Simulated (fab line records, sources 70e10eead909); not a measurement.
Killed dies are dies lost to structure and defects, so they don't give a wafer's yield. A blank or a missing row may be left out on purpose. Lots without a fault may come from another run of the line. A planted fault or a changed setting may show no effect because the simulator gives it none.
fab line records | flow nand_harc
record lots=6 wafers=18 last_day=24
route steps=1159 shown A_WL_FILL@839 A_CONTACT@840 END@1159
lots that met no fault: from a run of the same line without faults
start_h: hours from the record's first day to the start of the lot's first wafer shown | wait_h: hours since the lot's step before | " the same as in the row above | L1.1+2: a row that stands for several wafers | - no value, or no start given | * or withheld: withheld | < > ~ a bound
route shown NAME@n: a module of which the file shows steps, and the number in the route of the first | usual: mean/standard deviation of fault-free wafers | same: alike in all rows | chamber/n: place in a boat | sites: the reading at each site | _std_site: their standard deviation | _edge_site: outer sites' mean less inner sites' | radius_mm: how far each site lies from the wafer's centre | mask NAME#n: copy n | behind: the tool/chamber that last shaped the wafer | hold: why the lot was held/for how many hours/how that ended | device: the transistor (n, p or np) that didn't switch | end of line: the same wafers' tests at the end of the route | a step without rows: its recipe alone | killed: dies lost to structure and defects at the first sort, not the wafer's yield | map: a wafer's dies, x killed, . not, _ none there
set.NAME: the setting as run; set.NAME@STEP: as run at that earlier step | model.NAME: the simulator's own value behind a step, which no gauge read
lots at some steps of the route; a table a step, a row a wafer
services: from which hour (start_h, from the record's first day; less than 0 if before it) a tool's chamber was out of use, for how many hours, and why
## steps
# step NHARC_A_WL_FILL_INSPECT_15
# usual raw_defect_count=383/110
# columns lot.wafer tool chamber start_h wait_h raw_defect_count
L484.4 defect_inspect-02 - 368.14 0.0 487
L484.5 " - " " 476
L484.6 " - " " 597
L486.2 defect_inspect-02 - 372.68 0.0 391
L486.4 " - " " 382
L486.5 " - " " 543
L491.2 defect_inspect-01 - 423.15 0.0 252
L491.4 " - " " 393
L491.6 " - " " 243
L496.1 defect_inspect-01 - 439.63 0.0 326
L496.2 " - " " 281
L496.3 " - " " 326
L502.1 defect_inspect-01 - 472.84 0.0 380
L502.4 " - " " 282
L502.5 " - " " 450
L505.1 defect_inspect-02 - 492.56 0.0 410
L505.2 " - " " 347
L505.3 " - " " 248
# step NHARC_A_CONTACT_DEP_24
# recipe target_thk_a=5000 temp_c=400 pressure_torr=6.5 rf_w=900 teos_flow_sccm=161.4 flow_sccm=2650 target_thk_nm=500 gas=O2 material=SiO2
# usual heater_power_w=630/90 throttle_valve_pct=16.3/0.36
# columns lot.wafer tool chamber start_h wait_h heater_power_w since_wet_clean_h throttle_valve_pct
L484.6 pecvd-02 2 368.58 0.4 630 - 16.4
L484.4 " 0 " " 805 - 15.9
L484.5 " 1 " " 496 - 15.9
L486.2 pecvd-03 0 372.87 0.2 559 68 16.7
L486.5 " 2 " " 623 - 16.4
L486.4 " 0 " " 570 - 16.3
L491.2 pecvd-03 1 423.34 0.2 644 118 16.4
L491.4 " 0 " " 576 - 16.7
L491.6 " 1 " " 678 - 16.3
L496.3 pecvd-02 0 439.86 0.2 857 93 15.6
L496.2 " 1 " " 558 93 16.0
L496.1 " 2 " " 538 93 16.7
L502.1 pecvd-03 1 472.91 0.1 621 168 16.1
L502.4 " 1 " " 640 - 16.2
L502.5 " 0 " " 574 - 16.9
L505.2 pecvd-02 2 492.62 0.1 635 145 17.3
L505.1 " 0 " " 717 145 16.2
L505.3 " 1 " " 545 145 16.2
# step NHARC_A_CONTACT_DEP_28
# recipe target_thk_a=36000 temp_c=400 material=aC
# usual throttle_valve_pct=34.999/0.0091
# columns lot.wafer tool chamber start_h wait_h throttle_valve_pct
L484.4 acl_dep-01 0 372.82 3.9 34.985
L484.5 " 0 " " 35.010
L484.6 " 0 " " 35.000
L486.2 acl_dep-03 0 374.41 1.1 35.004
L486.4 " 0 " " 35.005
L486.5 " 0 " " 34.993
L491.2 acl_dep-03 0 425.11 1.3 34.996
L491.4 " 0 " " 35.004
L491.6 " 0 " " 35.004
L496.1 acl_dep-03 0 440.78 0.4 35.018
L496.2 " 0 " " 35.003
L496.3 " 0 " " 34.993
L502.1 acl_dep-01 0 473.52 0.1 35.006
L502.4 " 0 474.63 1.2 34.997
L502.5 " 0 " " 35.003
L505.1 acl_dep-01 0 494.17 1.0 35.002
L505.2 " 0 " " 34.984
L505.3 " 0 " " 34.993
# step NHARC_A_CONTACT_DEP_29
# recipe target_thk_a=700 target_thk_nm=70 temp_c=400 pressure_torr=3.5 flow_sccm=200 rf_w=350 material=SiON
# usual heater_power_w=806/77
# columns lot.wafer tool chamber start_h wait_h heater_power_w since_wet_clean_h
L484.4 pecvd-01 2 374.07 0.9 690 -
L484.6 " 1 " " 907 -
L484.5 " 2 " " 674 -
L486.2 pecvd-03 1 376.30 1.5 841 71
L486.4 " 1 " " 880 -
L486.5 " 2 " " 765 -
L491.2 pecvd-03 1 427.04 1.6 752 122
L491.6 " 0 " " 735 -
L491.4 " 1 " " 740 -
L496.1 pecvd-01 2 442.98 1.8 854 12
L496.2 " 0 " " 664 12
L496.3 " 1 " " 835 12
L502.1 pecvd-02 2 475.80 1.9 809 128
L502.4 " 1 " " 845 -
L502.5 " 0 " " 941 -
L505.3 pecvd-01 1 496.43 1.1 898 65
L505.1 " 2 " " 793 65
L505.2 " 0 " " 789 66
# step NHARC_A_CONTACT_DEHYDRATE_32
# recipe temp_c=150 time_s=120
# step NHARC_A_CONTACT_HMDS_33
# recipe time_s=30
# step NHARC_A_CONTACT_COAT_34
# recipe temp_c=260 time_s=75
# step NHARC_A_CONTACT_COAT_35
# recipe temp_c=225 time_s=65
# step NHARC_A_CONTACT_COAT_36
# recipe spin_rpm=1500 resist_thk_nm=90
# step NHARC_A_CONTACT_SOFTBAKE_37
# recipe temp_c=105 time_s=55
# step NHARC_A_CONTACT_EBR_38
# step NHARC_A_CONTACT_EXPOSE_39
# recipe na=1.35 sigma_outer=0.8 dose_mj=58.79 mask_id=A_CC_3
# usual exposure_dose_mJ_cm2=58.76/0.058
# same sigma_outer=0.8
# columns lot.wafer tool chamber start_h wait_h mask exposure_dose_mJ_cm2
L484.4 arfi_scanner-01 0 374.62 - A_CC_3#0 58.75
L484.5 " 0 " " A_CC_3#0 58.83
L484.6 " 0 " " A_CC_3#0 58.75
L486.2 arfi_scanner-02 0 376.86 - A_CC_3#0 58.70
L486.4 " 0 " " A_CC_3#0 58.71
L486.5 " 0 " " A_CC_3#0 58.74
L491.2 arfi_scanner-01 0 427.44 - A_CC_3#0 75.00
L491.4 " 0 " " A_CC_3#0 75.03
L491.6 " 0 " " A_CC_3#0 75.04
L496.1 arfi_scanner-01 0 443.56 - A_CC_3#0 71.83
L496.2 " 0 " " A_CC_3#0 71.83
L496.3 " 0 " " A_CC_3#0 71.93
L502.1 arfi_scanner-03 0 476.35 - A_CC_3#0 58.75
L502.4 " 0 " " A_CC_3#0 58.68
L502.5 " 0 " " A_CC_3#0 58.73
L505.1 arfi_scanner-03 0 497.01 - A_CC_3#0 58.67
L505.2 " 0 " " A_CC_3#0 58.59
L505.3 " 0 " " A_CC_3#0 58.71
# step NHARC_A_CONTACT_PEB_40
# recipe peb_temp_c=100 peb_time_s=65
# step NHARC_A_CONTACT_DEVELOP_41
# recipe develop_time_s=35 dev_temp_c=23
# step NHARC_A_CONTACT_CD_MEAS_42
# recipe target_cd_nm=200 landing_energy_ev=500
# usual cd_nm=200.0/0.65
# columns lot.wafer tool chamber start_h wait_h hold cd_nm
L484.4 cd_sem-01 0 374.76 - - 199.6
L484.5 " 0 " " - 200.2
L484.6 " 0 " " - 200.2
L486.2 cd_sem-01 0 377.00 - - 200.2
L486.4 " 0 " " - 200.1
L486.5 " 0 " " - 199.1
L491.2 cd_sem-02 0 427.58 - await_dispo/0.2h/release 213.6
L491.4 " 0 " " await_dispo/0.2h/release 214.0
L491.6 " 0 " " await_dispo/0.2h/release 214.8
L491.2 cd_sem-02 0 - - - 213.9
L491.4 " 0 " " - 214.2
L491.6 " 0 " " - 214.4
L496.1 cd_sem-03 0 443.69 - await_dispo/0.2h/release 209.7
L496.2 " 0 " " await_dispo/0.2h/release 209.9
L496.3 " 0 " " await_dispo/0.2h/release 210.7
L496.1 cd_sem-03 0 - - - 209.7
L496.2 " 0 " " - 209.8
L496.3 " 0 " " - 210.9
L502.1 cd_sem-02 0 476.49 - - 199.3
L502.4 " 0 " " - 199.2
L502.5 " 0 " " - 199.7
L505.1 cd_sem-02 0 497.15 - - 200.9
L505.2 " 0 " " - 200.1
L505.3 " 0 " " - 199.9
# step NHARC_A_CONTACT_OVL_MEAS_43
# usual overlay_x_nm=-0.1/0.86 overlay_y_nm=-0.5/0.92
# columns lot.wafer tool chamber start_h wait_h hold overlay_x_nm overlay_y_nm
L484.4 overlay-01 - 374.84 - - 1.0 -0.2
L484.5 " - " " - 1.2 0.5
L484.6 " - " " - 1.3 0.0
L486.2 overlay-01 - 377.09 - - 0.3 -1.4
L486.4 " - " " - -0.2 -1.1
L486.5 " - " " - 0.3 -0.8
L491.2 overlay-02 - 431.02 - await_dispo/3.2h/release -1.1 0.2
L491.4 " - " " await_dispo/3.2h/release -1.4 -0.3
L491.6 " - " " await_dispo/3.2h/release -1.9 -0.6
L496.1 overlay-01 - 446.66 - await_dispo/2.7h/release 0.3 -0.5
L496.2 " - " " await_dispo/2.7h/release 0.1 -1.0
L496.3 " - " " await_dispo/2.7h/release -0.3 -1.5
L502.1 overlay-02 - 476.58 - - -0.7 -1.6
L502.4 " - " " - -0.1 -2.4
L502.5 " - " " - -0.2 -2.0
L505.1 overlay-02 - 497.23 - - -1.7 -0.1
L505.2 " - " " - -1.7 -0.6
L505.3 " - " " - -0.9 -0.3
# step NHARC_END_SORT_01
# recipe temp_c=25
# usual killed_at_array=25/9.2 killed_at_other=0.9/1.3 killed_at_periphery=3.3/2.3 killed_dies=29/9.6 killed_open=3.2/1.8 killed_short=2/1.4
# same gross_dies=677
# columns lot.wafer tool chamber start_h wait_h killed_at_array killed_at_other killed_at_periphery killed_dies killed_open killed_short
L491.2 prober-01 0 518.37 2.8 23 0 3 26 6 0
L491.4 prober-01 0 519.98 3.4 16 0 2 18 1 2
L491.6 prober-01 0 521.59 4.0 22 0 1 23 4 0
# killed by level:class
L491.2 A_SLIT:chamber_film_flake=6 A_CHANNEL_HOLE_D1:chamber_film_flake=4 A_WL_FILL:chamber_film_flake=3 A_CONTACT:chamber_film_flake=3 A_M0:geometric_particle:open=2 P_ZERO_WELL:chamber_film_flake=2 P_CONTACT:geometric_particle:open=1 A_CHANNEL_HOLE_D1:geometric_particle:open=1
L491.4 A_SLIT:chamber_film_flake=7 P_ZERO_WELL:chamber_film_flake=2 A_CHANNEL_HOLE_D1:chamber_film_flake=2 A_WL_FILL:chamber_film_flake=2 A_STAIRCASE:geometric_particle:short=1 A_CONTACT:geometric_particle:open=1 A_M0:geometric_particle:short=1 A_STAIRCASE:chamber_film_flake=1
L491.6 A_SLIT:chamber_film_flake=5 A_STAIRCASE:chamber_film_flake=4 A_WL_FILL:chamber_film_flake=4 A_M0:geometric_particle:open=2 A_CHANNEL_HOLE_D1:chamber_film_flake=2 A_CONTACT:chamber_film_flake=2 A_BLC:geometric_particle:open=1 A_M1:geometric_particle:open=1
## services
# columns tool chamber start_h hours kind
pecvd-02 0 347.39 - clean
pecvd-02 1 347.39 - clean
pecvd-02 2 347.39 - clean
pecvd-01 0 351.15 6.1 repair
arfi_scanner-03 - 352.90 0.8 repair
pecvd-01 0 365.15 14.1 repair
arfi_scanner-01 - 368.00 4.0 pm
arfi_scanner-03 - 380.59 0.5 repair
arfi_scanner-01 - 381.02 6.5 repair
arfi_scanner-02 - 395.79 1.0 repair
acl_dep-03 - 406.00 13.0 pm
pecvd-01 - 418.00 13.0 pm
arfi_scanner-02 - 422.79 20.5 repair
pecvd-02 2 447.01 11.5 repair
pecvd-03 - 473.29 13.0 pm
pecvd-03 0 473.29 13.0 vent_cycle
pecvd-03 1 473.29 13.0 vent_cycle
pecvd-03 2 473.29 13.0 vent_cycle
arfi_scanner-02 - 473.37 4.0 pm
acl_dep-01 - 477.99 13.0 pm
arfi_scanner-03 - 484.00 4.0 pm
pecvd-03 0 486.29 - clean
pecvd-03 1 486.29 - clean
pecvd-03 2 486.29 - clean
## key
first_sign step=NHARC_A_CONTACT_EXPOSE_39 reading=exposure_dose_mJ_cm2 direction=up sigmas=99+ usual=58.76 struck=73.44
effect step=NHARC_A_CONTACT_CD_MEAS_42 reading=visit direction=added through=control_loop
effect step=NHARC_A_CONTACT_CD_MEAS_42 reading=cd_nm direction=up sigmas=19 usual=200.0 struck=212.1 through=control_loop
met_at NHARC_A_CONTACT_EXPOSE_39
struck_wafers L491.2,L491.4,L491.6,L496.1,L496.2,L496.3
tester_left_out L491,L496
loop_trim step=NHARC_A_CONTACT_EXPOSE_39 setting=dose lots=L496
onset_between 374.62 427.44
fault kind=process_parameter_drift tool=arfi_scanner-01 chamber=- onset_h=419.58 steps=NHARC_A_CONTACT_EXPOSE_39 channel=dose_mj offset=16.257 shape=step acts_in=these_recipes_only stated=58.79
# tester_left_out: of these lots the tester's yield and bins aren't shown, on N5 and GAA mostly nor the transistor test; their killed dies are dies lost to structure and defects alone, not to doping, threshold or leakage, so they don't give the yield
# loop_trim: a control loop set the setting to another value than it would have without faults
